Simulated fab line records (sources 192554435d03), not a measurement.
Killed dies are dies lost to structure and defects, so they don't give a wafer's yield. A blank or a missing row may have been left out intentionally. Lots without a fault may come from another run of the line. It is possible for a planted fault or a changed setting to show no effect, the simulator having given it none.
Which tool is to blame? ; flow n5_finfet ; 10 lots, 30 wafers sampled, at 5 steps of a route of 1938

WHAT THE GAUGES READ, wafer by wafer
N5_PMOS_HMC_CHANNEL_EPI_OVL_MEAS_10.
lot;measured;on;PMOS_HMC_BLK_OVL (nm)
L264;day 1 17:16;overlay-02;-0.6 -0.9 0.8
L268;day 2 17:13;overlay-01;0.7 -0.3 0.4
L271;day 3 10:59;overlay-02;-0.9 -0.4 -0.4
L272;day 3 17:02;overlay-02;0.9 0.7 1.6
L273;day 3 23:29;overlay-01;0.1 -0.7 -0.4
L282;day 6 05:51;overlay-01;0.4 -0.4 0.3
L284;day 6 17:51;overlay-02;0.1 0.1 -0.1
L285;day 6 23:02;overlay-01;-1.3 -0.8 -0.5
L286;day 7 05:23;overlay-02;0.5 0.7 -0.6
L287;day 7 11:10;overlay-02;0.5 1.5 0.9

N5_PMOS_HMC_CHANNEL_EPI_INSPECT_11: inspects for defects (macro).
lot;measured;on;raw_defect_count
L264;day 1 17:17;defect_inspect-02;1 3 1
L268;day 2 17:15;defect_inspect-02;2 2 4
L271;day 3 11:00;defect_inspect-01;1 3 1
L272;day 3 17:04;defect_inspect-01;2 1 3
L273;day 3 23:30;defect_inspect-01;1 0 1
L282;day 6 05:52;defect_inspect-02;4 2 1
L284;day 6 17:52;defect_inspect-02;0 3 2
L285;day 6 23:04;defect_inspect-02;0 7 1
L286;day 7 05:24;defect_inspect-01;1 4 2
L287;day 7 11:11;defect_inspect-01;2 0 4

N5_BEOL_M4_RC_MEAS_101.
lot;measured;on;DIBL_N (mV/V);DIBL_P (mV/V);IOFF_N (nA/um);IOFF_P (nA/um);ION_N (uA/um);ION_P (uA/um);SS_N (mV/dec);SS_P (mV/dec);VT_N (mV);VT_P (mV)
L264;day 8 19:02;prober-02;34.6 36.4 34.8;35.1 37.0 34.2;0.14 0.17 0.13;0.22 0.24 0.21;676 682 662;472 474 464;71.2 70.5 71.4;73.5 73.3 72.3;251 246 252;-245.7 -246.0 -249.5
L268;day 9 15:04;prober-02;38.6 36.0 37.0;37.6 36.0 36.9;0.19 0.16 0.17;0.25 0.23 0.23;681 691 694;468 473 472;71.4 71.2 70.9;74.4 73.8 73.6;248 247 248;-248.4 -246.6 -249.9
L271;day 10 01:01;prober-02;35.5 34.6 39.3;37.0 35.8 42.0;0.17 0.15 0.28;0.27 0.24 0.38;689 687 708;478 480 488;71.1 71.0 72.2;73.5 72.2 73.6;246 249 238;-243.1 -246.4 -240.6
L272;day 10 10:07;prober-02;36.3 34.8 38.2;36.3 34.0 39.1;0.14 0.12 0.18;0.18 0.15 0.22;665 664 693;455 455 465;71.3 71.0 70.9;73.1 72.9 74.1;252 256 249;-255.5 -258.4 -252.0
L273;day 10 18:19;prober-02;34.3 34.2 34.7;34.6 35.0 35.8;0.14 0.15 0.14;0.21 0.21 0.21;661 677 662;460 472 460;71.6 71.1 72.2;73.9 73.3 73.0;251 250 252;-247.7 -246.4 -247.3
L282;day 12 17:35;prober-02;34.9 37.3 34.2;35.1 38.4 34.0;0.15 0.20 0.14;0.21 0.25 0.18;681 686 664;469 470 462;71.1 71.6 71.3;72.8 73.8 72.1;247 247 251;-249.8 -248.2 -254.4
L284;day 13 12:35;prober-02;33.1 34.5 35.5;33.0 34.4 35.7;0.12 0.14 0.16;0.19 0.21 0.23;661 685 669;466 470 469;70.7 70.8 70.9;71.9 73.4 72.7;255 251 248;-247.7 -247.6 -248.0
L285;day 13 19:41;prober-02;32.2 32.5 33.8;32.2 32.5 33.8;0.10 0.11 0.12;0.15 0.15 0.17;641 671 650;449 462 453;70.8 70.4 70.7;72.1 72.4 72.5;256 255 253;-254.0 -252.8 -252.0
L286;day 14 04:28;prober-01;36.1 36.2 36.2;36.8 36.5 37.3;0.17 0.16 0.16;0.23 0.23 0.25;682 682 683;469 475 467;71.8 71.7 71.4;73.2 72.9 73.1;248 248 249;-249.1 -246.7 -244.5
L287;day 14 01:23;prober-01;34.1 34.1 38.3;35.5 34.8 40.8;0.14 0.14 0.23;0.20 0.19 0.31;680 661 698;469 457 477;71.8 71.4 71.7;72.6 72.4 73.5;250 249 245;-250.0 -249.1 -246.5

WHICH TOOL RAN EACH LOT (tool, then ch and the chambers of the sampled wafers, then the start)
lot;N5_PMOS_HMC_CHANNEL_EPI_FIN_RECESS_16;N5_FIN_SAQP_ALD_61
L264;rie_si-05 ch 2,3, day 1 17:50;ald_sin-04 ch 1,2,3, day 1 20:35
L268;rie_si-05 ch 0,2,3, day 2 17:44;ald_sin-03 ch 0,2,3, day 2 20:09
L271;rie_si-04 ch 0,1, day 3 11:29;ald_sin-03 ch 0,2,3, day 3 15:09
L272;rie_si-05 ch 0,1, day 3 18:05;ald_sin-03 ch 0,1, day 3 20:37
L273;rie_si-02 ch 1,2,3, day 3 23:59;ald_sin-03 ch 1,2,3, day 4 03:35
L282;rie_si-02 ch 0,1,3, day 6 06:25;ald_sin-04 ch 0,1,3, day 6 08:56
L284;rie_si-04 ch 1,2,3, day 6 18:28;ald_sin-02 ch 1,3, day 6 21:12
L285;rie_si-02 ch 1,2, day 6 23:46;ald_sin-03 ch 0,2,3, day 7 02:17
L286;rie_si-05 ch 0,1,2, day 7 05:53;ald_sin-04 ch 1,3, day 7 08:25
L287;rie_si-04 ch 1,2,3, day 7 11:41;ald_sin-04 ch 0,1,2, day 7 14:11
- N5_PMOS_HMC_CHANNEL_EPI_FIN_RECESS_16: chemistry HBr/Cl2, target Si, target depth 54 nm, time 18 s.
- N5_FIN_SAQP_ALD_61: deposits SiO2, target thk 4 nm, pulse time 1 s, purge time 2 s.

WHAT THE TOOLS THEMSELVES READ (means of the sampled wafers that have a number; where no wafer has one, the mark that the record gives instead)
N5_PMOS_HMC_CHANNEL_EPI_FIN_RECESS_16.
lot;tool;drypump_motor_current_A (A);oes_product_au (a.u.);throttle_valve_pct (%)
L264;rie_si-05;6.4;0.992;35.80
L268;rie_si-05;6.1;0.991;35.64
L271;rie_si-04;5.3;0.983;35.44
L272;rie_si-05;5.6;1.008;35.55
L273;rie_si-02;5.8;0.988;35.50
L282;rie_si-02;6.0;0.991;35.57
L284;rie_si-04;5.6;0.995;35.56
L285;rie_si-02;5.7;0.990;35.27
L286;rie_si-05;5.9;1.006;35.71
L287;rie_si-04;5.7;0.998;35.57

N5_FIN_SAQP_ALD_61.
lot;tool;heater_power_w (W);precursor_pulse_height_rel;susceptor_temp_C (C)
L264;ald_sin-04;524;0.984;300.04
L268;ald_sin-03;467;1.020;300.01
L271;ald_sin-03;462;1.013;299.93
L272;ald_sin-03;494;0.985;299.91
L273;ald_sin-03;479;1.007;299.98
L282;ald_sin-04;503;1.001;299.87
L284;ald_sin-02;444;1.001;299.89
L285;ald_sin-03;466;1.008;299.80
L286;ald_sin-04;537;1.005;299.94
L287;ald_sin-04;483;1.017;299.90

THE ANSWER, worked out from the rows above alone
Rule: the usual values come from the lots themselves. The widest of any qualifying gaps counts: lots, ordered by their means at a reading, are off when they make up no more than a third of the lots, leave a main group of 4 or more, and stand apart from it by 3 or more times the standard deviation of that group's means. Not used: any main group whose means are identical at the precision the tables above print for the reading. A lot without any number at a reading at which 4 lots or more have one is off too. The other lots that the step has rows for count as sound. The gauges are gone through in route order, then the tools' own readings, and for those a lot's mean is taken as printed above. The first step at which some lot is off is used, and at that step the reading that is off furthest; a lot without a number counts as furthest.
Nothing can be told from this: no lot is off at any reading shown.

WHAT THE SIMULATOR PUT IN
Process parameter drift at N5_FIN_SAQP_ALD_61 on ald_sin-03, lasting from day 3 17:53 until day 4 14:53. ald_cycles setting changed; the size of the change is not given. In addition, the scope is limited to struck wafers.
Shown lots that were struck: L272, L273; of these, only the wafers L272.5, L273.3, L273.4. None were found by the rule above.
